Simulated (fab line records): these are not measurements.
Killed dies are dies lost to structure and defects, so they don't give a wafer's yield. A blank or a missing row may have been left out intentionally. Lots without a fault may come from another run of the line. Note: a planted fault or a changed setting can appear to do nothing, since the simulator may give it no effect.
Split-lot experiment | flow n5_finfet | 21 wafers read from 7 lots, route of 1938 steps

== ABOUT THE SPLIT ==
At N5_BEOL_M7_EXPOSE_25 (exposes mask V6, target cd 40 nm), the setting dose_mj was moved away from the recipe's 42.5 on 10 of the 21 wafers read, by -7.0% to -3.3%. This setting was run at the recipe's value on the other wafers.

== FROM THE SPLIT TO THE READING: what the file shows between them, 2 steps ==
- N5_BEOL_M7_PEB_26: peb time 60 s
- N5_BEOL_M7_DEVELOP_27: develop time 30 s

== THE READING ==
At N5_BEOL_M7_CD_MEAS_28: cd_nm in nanometres, against a target cd of 40 nm. Typical for fault-free wafers on this fab line: 39.92 nm, with standard deviation 0.26 nm.

wafer  | tool, chamber at the split | dose_mj as run | against the recipe | cd_nm, nm | against lot-mates on the recipe
L077.2 | euv_scanner-02, 0          | 42.5           | recipe             | 40.15     | -
L077.4 | euv_scanner-02, 0          | 40.4           | -4.9%              | 38.63     | -1.52
L077.6 | euv_scanner-02, 0          | 40.4           | -4.9%              | 38.99     | -1.16
L084.2 | euv_scanner-02, 0          | 41.11          | -3.3%              | 39.01     | no lot-mate on the recipe
L084.3 | euv_scanner-02, 0          | 41.11          | -3.3%              | 39.62     | no lot-mate on the recipe
L084.5 | euv_scanner-02, 0          | 41.11          | -3.3%              | 39.11     | no lot-mate on the recipe
L089.1 | euv_scanner-02, 0          | 42.5           | recipe             | 40.11     | -
L089.4 | euv_scanner-02, 0          | 42.5           | recipe             | 40.17     | -
L089.6 | euv_scanner-02, 0          | 40.86          | -3.9%              | 39.45     | -0.69
L090.4 | euv_scanner-02, 0          | 42.5           | recipe             | 40.37     | -
L090.5 | euv_scanner-02, 0          | 42.5           | recipe             | 39.70     | -
L090.6 | euv_scanner-02, 0          | 42.5           | recipe             | 39.96     | -
L093.1 | euv_scanner-02, 0          | 39.53          | -7.0%              | 37.91     | -1.66
L093.3 | euv_scanner-02, 0          | 39.53          | -7.0%              | 37.73     | -1.84
L093.6 | euv_scanner-02, 0          | 42.5           | recipe             | 39.57     | -
L092.1 | euv_scanner-02, 0          | 42.5           | recipe             | 39.85     | -
L092.3 | euv_scanner-02, 0          | 42.5           | recipe             | 40.27     | -
L092.4 | euv_scanner-02, 0          | 42.5           | recipe             | 40.26     | -
L096.2 | euv_scanner-01, 0          | 39.91          | -6.1%              | 38.65     | -1.15
L096.3 | euv_scanner-01, 0          | 42.5           | recipe             | 39.80     | -
L096.6 | euv_scanner-01, 0          | 39.91          | -6.1%              | 38.34     | -1.46

THE FIT
A straight line over all 21 wafers: cd_nm changes by +0.272 nm for each +1% of dose_mj; r = +0.94; the points scatter about the line by 0.28 nm.
The same after taking each lot's own level away (the mean of its wafers on the recipe; 18 wafers): +0.239 nm for each +1%; r = +0.96; scatter 0.2 nm.
The reading moves by 1.7 nm for the largest change in dose_mj, on that fit.
From 39.570 to 40.150 nm: that is the span of the lots' own levels, equal to 2.2 times the standard deviation above.
Thus the slope moves with the lot-to-lot level: the two fits are different.
Check: for one of the wafers moved furthest among these (-7.0%), held out of the fit, the line's prediction against its lot-mates is -1.67 nm. Against them it came out at -1.66 nm.

== FURTHER SPLITS ON THESE WAFERS ==
Note: prior to the reading, these wafers also went through further splits. Each is held against what the fit with the lots' levels taken away leaves over:
other split on the same wafers     | wafers away from the commonest value | r with cd_nm (lot level and that fit taken away)
N5_BEOL_M3_TRENCH_ETCH_37 source_w | 6                                    | -0.03
N5_BEOL_M5_EXPOSE_08 dose_mj       | 15                                   | -0.22
N5_BEOL_M5_ETCH_72 bias_w          | 7                                    | -0.23
N5_BEOL_M5_DEP_56 time_s           | 7                                    | -0.36
N5_BEOL_M7_COAT_05 spin_rpm        | 8                                    | +0.12
N5_BEOL_M7_ETCH_61 source_w        | 6                                    | -0.09
N5_BEOL_M7_COAT_22 spin_rpm        | 5                                    | -0.24

== THE WHOLE CHAIN: every reading that the file lists as answering this split, in the file's order ==
step                   | what it does                                                     | reading                                                        | change (the file's fit)               | r (the file's)
N5_BEOL_M7_CD_MEAS_28  | target cd 40 nm                                                  | cd_nm                                                          | +0.236 nm for each +1% of the setting | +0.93
N5_BEOL_M7_DESCUM_33   | chemistry O2, time 7 s                                           | BEOL_M7.cd_nm (the simulator's own value, which no gauge read) | +0.237 nm for each +1% of the setting | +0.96
N5_BEOL_M7_ETCH_72     | etches underlayer in N2/H2, target depth 6.5 nm, time 5.2 s      | BEOL_M7.cd_nm (the simulator's own value, which no gauge read) | +0.233 nm for each +1% of the setting | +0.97
N5_BEOL_M7_ETCH_65     | etches SiARC in CF4, target depth 15.6 nm, time 26 s             | BEOL_M7.cd_nm (the simulator's own value, which no gauge read) | +0.221 nm for each +1% of the setting | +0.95
N5_BEOL_M7_VIA_ETCH_34 | etches SiCOH lowk in C4F6/O2, target depth 125.5 nm, time 50.5 s | BEOL_M7.cd_nm (the simulator's own value, which no gauge read) | +0.246 nm for each +1% of the setting | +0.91

== FILE'S OWN FIT ==
cd_nm changes by +0.236 nm for each +1% of dose_mj, r = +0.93.
